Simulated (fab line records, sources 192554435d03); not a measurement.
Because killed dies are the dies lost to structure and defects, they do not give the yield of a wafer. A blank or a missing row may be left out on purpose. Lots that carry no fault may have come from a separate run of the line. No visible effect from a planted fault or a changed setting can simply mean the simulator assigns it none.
A struck lot beside a sound one ; flow n5-finfet ; 36 steps out of a route of 1938
Sound: the wafers L901.2, L901.3, L901.4. The struck wafers were L911.2, L911.3, L911.5. Last of all comes the cause.
Order at every step that has rows: each side's tool, ch and its chambers, its first start. Under that, the readings that differ: sound wafers ; struck wafers ; difference of the means ; sigmas: that difference in standard deviations of wafers without a fault.
alike: same words and numbers on both sides, and readings whose means sit less than 2 such deviations apart. not compared: any withheld reading, any reading some wafer has no value for, any bound like >300 that may hide the same value, and any number with overlapping values for which the record gives no deviation.
The two part at a step that has a row with sigmas, a row that says differs or no value, or rows on one side only. Non-overlapping numbers with no deviation appear without sigmas and do not part them. A reading that every wafer of one side lacks parts them only if that side has two wafers or more.

first, 9 steps without rows for these wafers: N5_STI_FIN_REVEAL_OXIDATION_31 (chemistry O2 PLASMA REMOTE, time 20 s); N5_STI_FIN_REVEAL_PRECLEAN_32 (cleans in NF3:NH3, afs cycles 1, time 20 s, sublimation time 60 s); N5_STI_FIN_REVEAL_STRIP_35 (strips Si3N4 in H3PO4, target depth 4 nm, time 39 s); N5_STI_FIN_REVEAL_SRD_21 (time 30 s); N5_STI_FIN_REVEAL_OXIDATION_33 (chemistry O2 PLASMA REMOTE, time 20 s); N5_STI_FIN_REVEAL_CLEAN_19 (cleans in O3/DIW, time 120 s); N5_STI_FIN_REVEAL_SRD_23 (time 30 s); N5_STI_FIN_REVEAL_PRECLEAN_18 (cleans in SC2, time 45 s); N5_STI_FIN_REVEAL_SRD_28 (time 30 s).
N5_DUMMY_GATE_PRECLEAN_00: cleans in O3/DIW, time 60 s.
  sound on wet-bench-05 ch 0,6,7, day 4 13:29; struck on wet-bench-03 ch 5,6,7, day 7 00:19
then, 25 steps without rows for these wafers: N5_DUMMY_GATE_SRD_01 (time 30 s); N5_DUMMY_GATE_ALD_02 (deposits SiO2, target thk 2 nm, pulse time 1 s); N5_DUMMY_GATE_CVD_03 (deposits a-Si from SiH4, target thk 150 nm, time 8042 s); N5_DUMMY_GATE_PRECLEAN_46 (cleans in DIW, time 89.5 s); N5_DUMMY_GATE_SRD_47 (dry time 32 s); N5_DUMMY_GATE_CMP_04 (polishes a-Si); N5_DUMMY_GATE_HM_DEP_06 (deposits SiNx from DCS/NH3, target thk 80 nm, time 5141 s); N5_DUMMY_GATE_PECVD_30 (deposits SiO2 from TEOS/O2, target thk 55 nm, time 10.8 s); N5_DUMMY_GATE_COAT_34 (time 60 s, resist thk 60 nm); N5_DUMMY_GATE_COAT_35 (time 60 s, resist thk 10 nm); N5_DUMMY_GATE_COAT_28 (time 60 s, resist thk 10 nm); N5_DUMMY_GATE_COAT_09 (resist thk 30 nm); N5_DUMMY_GATE_EBR_11; N5_DUMMY_GATE_SOFTBAKE_10 (time 60 s); N5_DUMMY_GATE_EXPOSE_12 (exposes mask GATE, target cd 25 nm); N5_DUMMY_GATE_PEB_13 (peb time 60 s); N5_DUMMY_GATE_DEVELOP_14 (develop time 30 s); N5_DUMMY_GATE_DESCUM_20 (chemistry O2, time 6.2 s); N5_DUMMY_GATE_ETCH_29 (etches underlayer in N2/H2, target depth 13 nm); N5_DUMMY_GATE_ETCH_36 (etches SiARC in CF4, target depth 13 nm); N5_DUMMY_GATE_ETCH_37 (etches SOC in N2/H2, target depth 60 nm, overetch 30 nm); N5_DUMMY_GATE_STRIP_38 (strips in N2/H2); N5_DUMMY_GATE_STRIP_39 (strips in N2/H2); N5_DUMMY_GATE_TRIM_49 (chemistry O2, time 29 s, target cd 14 nm); N5_DUMMY_GATE_STRIP_40 (strips in CF4).
-- record jumps: 11 days separate the struck wafers' starts on either side; left off in module DUMMY_GATE, taken up again in module PASSIVATION, whose first shown step is the route's number 1936 --
N5_PASSIVATION_PROBE_49:
  sound on prober-01, day 14 23:14; struck on prober-01, day 17 12:45
reading;sound;struck;difference;sigmas
killed-at-front-end;36 37 40;166 150 164;+122;+10
killed-dies;90 107 95;213 222 232;+125;+7
killed-on-rim;20 14 8;15 34 30;+12;+3
  alike: killed_at_M0_to_M3, killed_at_M4_up, killed-at-contacts, killed-at-other, killed-open, killed-short

== WHERE THEY PART ==
N5_PASSIVATION_PROBE_49 only, going by this record.

WHY: what the simulator had put in
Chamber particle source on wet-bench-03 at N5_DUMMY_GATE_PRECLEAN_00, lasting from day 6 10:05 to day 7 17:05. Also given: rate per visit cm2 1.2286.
